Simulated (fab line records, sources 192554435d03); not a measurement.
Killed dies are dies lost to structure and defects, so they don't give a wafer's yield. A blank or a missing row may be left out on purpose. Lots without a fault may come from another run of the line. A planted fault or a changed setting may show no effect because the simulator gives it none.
fab line records | flow n5_finfet
record lots=5 wafers=15 last_day=16
route steps=1938 shown BEOL_M5@1154 BEOL_M6@1194 PASSIVATION@1936
lots that met no fault: from a run of the same line without faults
start_h: hours from the record's first day to the start of the lot's first wafer shown | wait_h: hours since the lot's step before | " the same as in the row above | L1.1+2: a row that stands for several wafers | - no value, or no start given | * or withheld: withheld | < > ~ a bound
route shown NAME@n: a module of which the file shows steps, and the number in the route of the first | usual: mean/standard deviation of fault-free wafers | same: alike in all rows | chamber/n: place in a boat | sites: the reading at each site | _std_site: their standard deviation | _edge_site: outer sites' mean less inner sites' | radius_mm: how far each site lies from the wafer's centre | mask NAME#n: copy n | behind: the tool/chamber that last shaped the wafer | hold: why the lot was held/for how many hours/how that ended | device: the transistor (n, p or np) that didn't switch | end of line: the same wafers' tests at the end of the route | a step without rows: its recipe alone | killed: dies lost to structure and defects at the first sort, not the wafer's yield | map: a wafer's dies, x killed, . not, _ none there
set.NAME: the setting as run; set.NAME@STEP: as run at that earlier step | model.NAME: the simulator's own value behind a step, which no gauge read
lots at some steps of the route; a table a step, a row a wafer
services: from which hour (start_h, from the record's first day; less than 0 if before it) a tool's chamber was out of use, for how many hours, and why
## steps
# step N5_BEOL_M5_ETCH_68
# recipe chemistry=N2/H2 target=SOC target_depth_a=800 overetch_a=160 mask_material=SiARC temp_c=40 time_s=120 ion_energy_ev=200 pressure_mtorr=30 source_w=840 bias_w=150 n2_flow_sccm=200 h2_flow_sccm=200
# step N5_BEOL_M5_STRIP_69
# recipe chemistry=N2/H2 temp_c=40 n2_flow_sccm=200 h2_flow_sccm=200 rf_frequency_hz=6e+07
# step N5_BEOL_M5_STRIP_76
# recipe chemistry=N2/H2 temp_c=40 n2_flow_sccm=200 h2_flow_sccm=200 rf_frequency_hz=6e+07
# step N5_BEOL_M5_VIA_ETCH_34
# recipe chemistry=C4F6/O2 target=SiCOH_lowk target_depth_a=883 mask_material=SOC taper_deg=4 time_s=39.2 ion_energy_ev=250 pressure_mtorr=30 source_w=345 bias_w=185 Ar_flow_sccm=300 C4F6_flow_sccm=10 O2_flow_sccm=10
# step N5_BEOL_M5_STRIP_85
# recipe chemistry=C4F6/O2 resist=SiARC rf_frequency_hz=6e+07
# step N5_BEOL_M5_STRIP_36
# recipe chemistry=N2/H2 power_w=450 temp_c=40 pressure_mtorr=20 rf_frequency_hz=6e+07 overash_fraction=0.3 bias_power_w=7 h2_frac=0.5 n2_flow_sccm=200 h2_flow_sccm=200
# step N5_BEOL_M5_TRENCH_ETCH_37
# recipe chemistry=C4F6/O2 target_depth_a=716.52 target=SiCOH_lowk time_s=24.7 ion_energy_ev=250 pressure_mtorr=30 source_w=345 bias_w=185 Ar_flow_sccm=300 C4F6_flow_sccm=10 O2_flow_sccm=10
# step N5_BEOL_M5_ETCH_41
# recipe chemistry=CH3F/O2 target=SiCN target_depth_a=315 taper_deg=2 time_s=56.7 ion_energy_ev=120 mask_material=TiN pressure_mtorr=30 source_w=395 bias_w=75 Ar_flow_sccm=150 CH3F_flow_sccm=30 O2_flow_sccm=20
# step N5_BEOL_M5_STRIP_91
# recipe chemistry=N2/H2 time_s=10 power_w=450 temp_c=40 pressure_mtorr=20 rf_frequency_hz=6e+07 bias_power_w=7 n2_flow_sccm=200 h2_flow_sccm=200
# step N5_BEOL_M5_HM_STRIP_39
# recipe chemistry=peroxide_tin_strip material=TiN target_depth_a=250 temp_c=50 time_s=158
# step N5_BEOL_M5_SRD_40
# recipe time_s=30 temp_c=23 rinse_liquid=diw dry=ipa_marangoni
# step N5_BEOL_M5_PRECLEAN_42
# recipe chemistry=residue_remover time_s=60 temp_c=40
# columns lot.wafer tool chamber start_h wait_h
L703.1+3+4 wet_bench-05 7,6,4 190.06 0.0
L706.2+4+5 wet_bench-06 7,0,1 196.01 0.0
L714.1+2+6 wet_bench-05 1,4,3 264.95 0.0
L718.2+5+6 wet_bench-05 0,1,2 269.63 0.0
L721.1+3+6 wet_bench-05 2,0,1 278.49 0.0
# step N5_BEOL_M5_SRD_43
# recipe time_s=30 temp_c=23 rinse_liquid=diw dry=ipa_marangoni
# step N5_BEOL_M5_CURE_80
# recipe temp_c=370 time_s=120 ambient=DMADMS/He material=SiCOH_lowk
# step N5_BEOL_M5_DEGAS_44
# recipe ambient=vacuum temp_c=250 time_s=60
# step N5_BEOL_M5_PRE_CLEAN_45
# recipe gas=H2/He time_s=30 temp_c=250
# step N5_BEOL_M5_ALD_86
# recipe material=TaN target_thk_a=* temp_c=275 ald_precursor_family=PDMAT ald_co_reactant=NH3 pressure_torr=3 carrier_flow_sccm=1500 pulse_time_s=2 purge_time_s=3 co_reactant_purge_time_s=2 co_reactant_pulse_time_s=3 ald_cycles=30 precursor_vessel_temp_c=75 precursor_vessel_pressure_torr=26.25 precursor_vessel_carrier_sccm=1000
# step N5_BEOL_M5_SURFACE_TREAT_87
# recipe gas=Ar time_s=* ion_energy_ev=* ion_current_ma_cm2=0.5 pressure_mtorr=* ar_flow_sccm=30
# step N5_BEOL_M5_CVD_47
# recipe material=Co target_thk_a=30 temp_c=withheld precursor=CCTBA/H2 pressure_torr=30 time_s=216
# step N5_BEOL_M5_SPUTTER_48
# recipe material=Cu target_thk_a=150 temp_c=-20 chamber_pressure_pa=0.07 power_w=withheld time_s=27.62
# step N5_BEOL_M5_ANNEAL_49
# recipe temp_c=400 time_s=1800 ambient=vacuum
# step N5_BEOL_M5_SPUTTER_81
# recipe material=Cu target_thk_a=150 temp_c=-20 chamber_pressure_pa=0.07 power_w=withheld time_s=27.62
# step N5_BEOL_M5_ANNEAL_82
# recipe temp_c=400 time_s=1800 ambient=vacuum
# step N5_BEOL_M5_SPUTTER_83
# recipe material=Cu target_thk_a=150 temp_c=-20 chamber_pressure_pa=0.07 power_w=withheld time_s=27.62
# step N5_BEOL_M5_ANNEAL_84
# recipe temp_c=400 time_s=1800 ambient=vacuum
# step N5_BEOL_M5_SPUTTER_88
# recipe material=Cu target_thk_a=150 temp_c=-20 chamber_pressure_pa=0.07 power_w=withheld time_s=27.62
# step N5_BEOL_M5_ANNEAL_89
# recipe temp_c=400 time_s=1800 ambient=vacuum
# step N5_BEOL_M5_SPUTTER_90
# recipe material=Cu target_thk_a=45 temp_c=-20 chamber_pressure_pa=0.07 power_w=withheld time_s=8.29
# step N5_BEOL_M5_ECD_50
# recipe material=Cu target_thk_a=3000
# step N5_BEOL_M5_ANNEAL_51
# recipe temp_c=225 time_s=90 ambient=N2
# step N5_BEOL_M5_CMP_52
# recipe stop_on=SiCOH_lowk t_overpolish_s=6.9 down_force_psi=1 platen_rpm=50 clearing_platen_down_force_psi=1.5 clearing_platen_rpm=50 post_cmp_clean=cu_alkaline target_thk_nm=62 clearing_platen_pad_velocity_m_s=0.99484 pad_velocity_m_s=0.99484
# step N5_BEOL_M5_PRE_CLEAN_77
# recipe gas=NH3/H2 time_s=15 temp_c=* rf_power_w=300
# step N5_BEOL_M5_CO_CAP_78
# recipe material=Co target_thk_a=20 temp_c=200 precursor=CCTBA/H2 pressure_torr=30 time_s=102.1
# step N5_BEOL_M5_PRE_CLEAN_55
# recipe gas=NH3 time_s=15 temp_c=withheld rf_power_w=300
# step N5_BEOL_M5_DEP_56
# recipe material=SiCN target_thk_a=80 temp_c=withheld precursor=3MS/NH3 pressure_torr=3 rf_w=202 time_s=14
# step N5_BEOL_M6_ILD_DEP_00
# recipe material=SiCOH_lowk target_thk_a=1797.5 temp_c=300 precursor=DEMS/porogen pressure_torr=5 rf_w=500 time_s=33.4
# step N5_BEOL_M6_CURE_74
# recipe temp_c=385 time_s=240 ambient=He/Ar material=SiCOH_lowk
# step N5_PASSIVATION_PROBE_49
# usual defect_limited_yield=91.4/1.4 killed_at_M0_to_M3=33/11 killed_at_M4_up=13/5.3 killed_at_contacts=13/6.1 killed_at_front_end=40/11 killed_at_other=2.9/2.7 killed_dies=102/17 killed_on_rim=14/4.2 killed_open=68/13 killed_short=32/7.5 sort_bin_5_function=5.1/0.98 sort_bin_6_memory=3.2/0.69 sort_n_pass=1077/21 sort_yield_pct=91.3/1.7
# same gross_dies=1180 killed_at_back_side=0 sort_bin_4_leakage[%]=0 sort_bin_8_speed[%]=0
# columns lot.wafer tool chamber start_h wait_h defect_limited_yield[%] killed_at_M0_to_M3 killed_at_M4_up killed_at_contacts killed_at_front_end killed_at_other killed_dies killed_on_rim killed_open killed_short sort_bin_5_function[%] sort_bin_6_memory[%] sort_n_pass sort_yield_pct[%]
L703.1 prober-01 - 296.79 0.0 92.5 32 12 9 33 2 88 13 49 38 4.4 2.9 1092 92.5
L703.3 prober-01 - 296.89 0.1 91.3 33 6 14 49 1 103 12 64 35 5.2 3.0 1077 91.3
L703.4 prober-01 - 296.94 0.2 91.9 29 14 15 37 1 96 4 65 30 5.5 2.3 1084 91.9
L706.2 prober-02 - 321.72 0.1 91.4 32 18 10 38 3 101 17 71 27 4.9 3.2 1079 91.4
L706.4 prober-02 - 321.82 0.2 89.9 34 14 14 52 5 119 15 82 35 5.3 4.2 1061 89.9
L706.5 prober-02 - 321.87 0.2 90.3 36 9 16 51 3 115 12 84 29 6.5 2.9 1065 90.3
L714.1 prober-02 - 390.28 0.0 87.3 33 68 17 28 4 150 34 62 26 7.9 3.5 1030 87.3
L714.2 prober-02 - 390.33 0.1 83.1 32 125 8 32 3 200 15 50 24 10.2 4.2 980 83.1
L714.6 prober-02 - 390.53 0.3 80.8 58 111 17 38 2 226 22 68 48 11.7 5.1 954 80.8
L718.2 prober-02 - 391.87 0.1 84.9 30 97 8 37 6 178 24 74 21 9.2 4.0 1002 84.9
L718.5 prober-02 - 392.02 0.2 83.5 50 78 9 46 12 195 33 84 49 9.6 4.9 985 83.5
L718.6 prober-02 - 392.07 0.3 86.6 50 53 11 36 8 158 33 73 42 8.6 3.5 1022 86.6
L721.1 prober-02 - 395.48 0.0 85.6 33 55 23 58 1 170 27 77 52 9.2 4.0 1010 85.6
L721.3 prober-02 - 395.58 0.1 86.0 12 99 5 48 1 165 32 48 29 9.1 3.0 1015 86.0
L721.6 prober-02 - 395.73 0.3 85.8 21 71 20 56 0 168 28 63 41 7.7 4.9 1012 85.8
# killed by level:class
L703.1 BEOL_M0_SAQP:geometric_particle:short=14 FIN_SAQP:geometric_particle:short=10 BEOL_M2:geometric_particle:open=10 MOL_CONTACT_COAG:geometric_particle:open=7 FIN_SAQP:geometric_particle:open=6 BEOL_M4:geometric_particle:open=5 DUMMY_GATE:geometric_particle:open=4 GATE_CUT:geometric_particle:short=4
L703.3 FIN_SAQP:geometric_particle:short=16 FIN_SAQP:geometric_particle:open=16 MOL_CONTACT_COAG:geometric_particle:open=13 BEOL_M3:geometric_particle:open=7 BEOL_M2:geometric_particle:open=5 BEOL_M3:geometric_particle:short=4 BEOL_M0_SAQP:geometric_particle:open=4 BEOL_M0:geometric_particle:open=4
L703.4 MOL_CONTACT_COAG:geometric_particle:open=13 FIN_SAQP:geometric_particle:open=10 FIN_SAQP:geometric_particle:short=8 BEOL_M2:geometric_particle:open=8 BEOL_M0_SAQP:geometric_particle:short=7 BEOL_M4:geometric_particle:open=5 GATE_CUT:geometric_particle:open=4 BEOL_M0_SAQP:geometric_particle:open=4
L706.2 STI_FIN_REVEAL:geometric_particle:open=12 MOL_CONTACT_COAG:geometric_particle:open=9 BEOL_M0:geometric_particle:open=8 BEOL_M8:geometric_particle:open=8 STARTING-WAFER:geometric_particle:short=6 FIN_SAQP:geometric_particle:open=5 GATE_CUT:geometric_particle:short=5 BEOL_M0_SAQP:geometric_particle:short=5
L706.4 FIN_SAQP:geometric_particle:open=15 MOL_CONTACT_COAG:geometric_particle:open=13 FIN_SAQP:geometric_particle:short=11 STI_FIN_REVEAL:geometric_particle:open=11 BEOL_M1:geometric_particle:open=8 BEOL_M2:geometric_particle:open=7 GATE_CUT:geometric_particle:short=6 BEOL_M4:geometric_particle:open=6
L706.5 FIN_SAQP:geometric_particle:open=15 MOL_CONTACT_COAG:geometric_particle:open=13 STI_FIN_REVEAL:geometric_particle:open=12 BEOL_M2:geometric_particle:open=12 FIN_SAQP:geometric_particle:short=7 BEOL_M0:geometric_particle:open=5 BEOL_M1:geometric_particle:open=5 GATE_CUT:geometric_particle:open=4
L714.1 BEOL_M5:unspecified=61 MOL_CONTACT_COAG:geometric_particle:open=16 BEOL_M0_SAQP:geometric_particle:open=14 BEOL_M0_SAQP:geometric_particle:short=7 FIN_SAQP:geometric_particle:open=6 FIN_SAQP:geometric_particle:short=6 BEOL_M2:geometric_particle:open=5 BEOL_M7:geometric_particle:open=5
L714.2 BEOL_M5:unspecified=121 BEOL_M0_SAQP:geometric_particle:open=13 BEOL_M0_SAQP:geometric_particle:short=7 FIN_SAQP:geometric_particle:open=6 MOL_CONTACT_COAG:geometric_particle:open=6 GATE_CUT:geometric_particle:open=5 FIN_SAQP:geometric_particle:short=4 GATE_CUT:geometric_particle:short=4
L714.6 BEOL_M5:unspecified=107 BEOL_M0_SAQP:geometric_particle:open=16 BEOL_M0_SAQP:geometric_particle:short=14 MOL_CONTACT_COAG:geometric_particle:open=9 GATE_CUT:geometric_particle:short=8 FIN_SAQP:geometric_particle:open=7 MOL_CONTACT_COAG:geometric_particle:short=7 BEOL_M1:geometric_particle:open=6
L718.2 BEOL_M5:unspecified=83 BEOL_M3:geometric_particle:open=10 STI_FIN_REVEAL:geometric_particle:open=8 MOL_CONTACT_COAG:geometric_particle:open=8 BEOL_M0_SAQP:geometric_particle:open=7 BEOL_M2:geometric_particle:open=6 FIN_SAQP:geometric_particle:open=5 DUMMY_GATE:geometric_particle:open=5
L718.5 BEOL_M5:unspecified=61 BEOL_M1:geometric_particle:open=12 BEOL_M0_SAQP:geometric_particle:short=11 MOL_CONTACT_COAG:geometric_particle:open=8 BEOL_M0_SAQP:geometric_particle:open=8 BEOL_M3:geometric_particle:open=8 FIN_SAQP:geometric_particle:short=7 STARTING-WAFER:geometric_particle:open=7
L718.6 BEOL_M5:unspecified=42 BEOL_M3:geometric_particle:open=14 BEOL_M0_SAQP:geometric_particle:open=12 STI_FIN_REVEAL:geometric_particle:open=11 BEOL_M0_SAQP:geometric_particle:short=9 MOL_CONTACT_COAG:geometric_particle:open=7 FIN_SAQP:geometric_particle:open=6 FIN_SAQP:geometric_particle:short=6
L721.1 BEOL_M5:unspecified=40 FIN_SAQP:geometric_particle:short=14 MOL_CONTACT_COAG:geometric_particle:open=13 BEOL_M0_SAQP:geometric_particle:short=11 GATE_CUT:geometric_particle:short=10 MOL_CONTACT_COAG:geometric_particle:short=9 BEOL_M4:geometric_particle:open=9 BEOL_M0_SAQP:geometric_particle:open=8
L721.3 BEOL_M5:unspecified=85 STI_FIN_REVEAL:geometric_particle:open=10 FIN_SAQP:geometric_particle:open=8 BEOL_M4:geometric_particle:open=8 GATE_CUT:geometric_particle:short=6 FIN_SAQP:geometric_particle:short=5 STI_FIN_REVEAL:geometric_particle:short=4 STARTING-WAFER:geometric_particle:short=4
L721.6 BEOL_M5:unspecified=61 STI_FIN_REVEAL:geometric_particle:open=18 FIN_SAQP:geometric_particle:short=15 MOL_CONTACT_COAG:geometric_particle:open=12 FIN_SAQP:geometric_particle:open=8 MOL_CONTACT_COAG:geometric_particle:short=7 BEOL_M1:geometric_particle:open=7 BEOL_M3:geometric_particle:open=5
# map L714.6 (x killed, . not)
_________________......xxxxxx________________
______________.......xxxxxxxxxxx_____________
___________........xxxxxxxxxxxxxxxx__________
__________.....x..x.xxxxxxxxxxxxxxx._________
________.......xx..xxxxxxxxxxxxxx....._______
_______.......x.x..xxxxxxxxxxxxxxx.x...______
______.x..........x.xxxxxxxxxxxxx......._____
_____..x....xx........xxxxxxxxxx.x..x....____
____............x......xxx.x..x.x.........___
___...x...........x.....xxxxxx.............__
___...x................x..x....x.....xx....__
__x..........x.............x.........x......_
__.......x.x............x....x...x.....x...._
_......x.........x................x..x.......
_....................x.......................
_......x............................x.......x
_..xxx.x.xx...........x.....x......x.........
_....x..x......x.............x....x.....xx.x.
_......xx..xx.x............x..........x......
_.......x.......x...x.............x..x...x..x
_................x..x...........x...xx.......
__...x..........x.....xx.x.................._
__.....x....x......x..x..............x......_
___....x...x..........x..xx........xx..x...__
___........................x...............__
____..x......x..x..................x...x..___
_____................x...................____
______...xx......x....x..........x.....x_____
_______........x...............x.......______
________..............x..............._______
__________...................x......_________
___________.....................x..__________
______________.................._____________
_________________.........x..________________
# map L718.5 (x killed, . not)
_________________x...x.......________________
______________.................._____________
___________.xxx.x........x.........__________
__________..x..x....x..x......x....._________
________....xx.x........x....x....x..._______
_______..........x............x..x...x.______
______................x................._____
_____.x.x..........x.............x......x____
____.........xx.....x...............x...x.___
___.....xx.....x.......x..........x.....x.x__
___............x...................x......x__
__...x..............x.............x.x...x..._
__...x...xx....x.x.....x.........x.x...x...._
_xx......................x.......x...........
_...............x.x.......................x..
_..................x.......x..........x......
_...........x.xx...xx...........x............
_...........xx.x.......xx.........x...x.x....
_.x...xx........x.......x....xx..............
_.........x..x....x..x.x..........x..x.......
_.............x.................x............
__........x.x..........................x...._
__x............xx...............x.x..x......_
___..x.......x.....xx..x..x................__
___....x....x......x...x.........x.xxx...x.__
____....x...x.....x..............xxxxxxxx.___
_____......x............x......xxxxxxxxxx____
______..........x.............x.xxxxxxxx_____
_______...x.x....x.............xxxxxxxx______
________...........x.........xxxxxxxxx_______
__________..........x...x.xx.x.xxxxx_________
___________................x.xxxxxx__________
______________.x.....x.........x_____________
_________________............________________
## services
# columns tool chamber start_h hours kind
wet_bench-05 - 242.11 1.1 repair
## key
first_sign step=N5_PASSIVATION_PROBE_49 reading=killed_at_M4_up direction=up sigmas=13 usual=13 struck=84
effect step=N5_PASSIVATION_PROBE_49 reading=killed_dies direction=up sigmas=4.5 usual=102 struck=179
more_kills_born_at N5_BEOL_M5_PRECLEAN_42@wet_bench-05=661
met_at N5_BEOL_M5_PRECLEAN_42
struck_wafers L714.1,L714.2,L714.6,L718.2,L718.5,L718.6,L721.1,L721.3,L721.6
onset_between 190.06 264.95
also_fits time
fault kind=chamber_particle_source tool=wet_bench-05 chamber=- onset_h=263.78 steps=N5_BEOL_M5_PRECLEAN_42 rate_per_visit_cm2=0.82282 end_h=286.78
